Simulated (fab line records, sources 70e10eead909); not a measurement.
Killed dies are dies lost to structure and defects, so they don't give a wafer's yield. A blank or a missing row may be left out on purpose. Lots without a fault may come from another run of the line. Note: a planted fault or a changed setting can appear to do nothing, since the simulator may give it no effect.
Which tool is to blame?	flow nand harc	6 lots, 18 wafers sampled, at 5 steps of a route of 1302

WHAT THE GAUGES SHOWED, per wafer
NHARC_END_SORT_01.
lot	measured	on	killed at array

WHAT TOOL EACH LOT RAN ON (gives the tool, then ch and the chambers of the sampled wafers, and finally the start)
lot	NHARC_A_CONTACT_ETCH_118	NHARC_A_CONTACT_ETCH_119	NHARC_A_CONTACT_ETCH_120	NHARC_A_CONTACT_ETCH_102
L437	har cap etch-03 ch 0,1, day 22 09:30	har cap etch-03 ch 0,1, day 22 09:40	har cap etch-03 ch 0,1, day 22 09:50	rie diel-04 ch 1,2, day 22 12:03
L440	har cap etch-01 ch 0,1, day 23 18:26	har cap etch-01 ch 0,1, day 23 18:40	har cap etch-01 ch 0,1, day 23 18:53	rie diel-04 ch 0,2, day 23 21:11
L448	har cap etch-02 ch 0,1, day 26 16:13	har cap etch-02 ch 0,1, day 26 16:23	har cap etch-02 ch 0,1, day 26 16:34	rie diel-08 ch 1,2,3, day 26 18:33
L447	har cap etch-02 ch 0,1, day 27 02:55	har cap etch-02 ch 0,1, day 27 03:05	har cap etch-02 ch 0,1, day 27 03:16	rie diel-04 ch 0,1,3, day 27 05:13
L455	har cap etch-02 ch 0,1, day 29 19:48	har cap etch-02 ch 0,1, day 29 19:58	har cap etch-02 ch 0,1, day 29 20:08	rie diel-10 ch 0,1,3, day 29 22:14
L457	har cap etch-01 ch 0,1, day 30 10:15	har cap etch-01 ch 0,1, day 30 10:25	har cap etch-01 ch 0,1, day 30 10:36	rie diel-08 ch 0,2, day 30 12:35
- NHARC_A_CONTACT_ETCH_118: etches the open film in C4F8/O2/Ar, time 190 s, target depth 1850 nm.
- NHARC_A_CONTACT_ETCH_119: etches the open film in C4F8/O2/Ar, time 190 s, target depth 1850 nm.
- NHARC_A_CONTACT_ETCH_120: etches the open film in C4F8/O2/Ar, time 190 s, target depth 1850 nm.
- NHARC_A_CONTACT_ETCH_102: etches the open film in CF4/O2, target depth 100 nm, overetch 10 nm, time 55 s.

THE ANSWER, worked out from the rows above alone
Rule: usual is defined by the lots themselves. The widest of any qualifying gaps counts: lots, ordered by their means at a reading, are off when they make up no more than a third of the lots, leave a main group of 4 or more, and stand apart from it by 3 or more times the standard deviation of that group's means. A main group is skipped when, at the precision printed for the reading in the tables above, its means are all equal. Also off: a lot with no number at a reading for which 4 or more lots have one. Where the step has rows for the other lots, those lots are counted as sound.
None of the lots is off at any reading shown; this tells nothing.

WHAT THE SIMULATOR PUT IN
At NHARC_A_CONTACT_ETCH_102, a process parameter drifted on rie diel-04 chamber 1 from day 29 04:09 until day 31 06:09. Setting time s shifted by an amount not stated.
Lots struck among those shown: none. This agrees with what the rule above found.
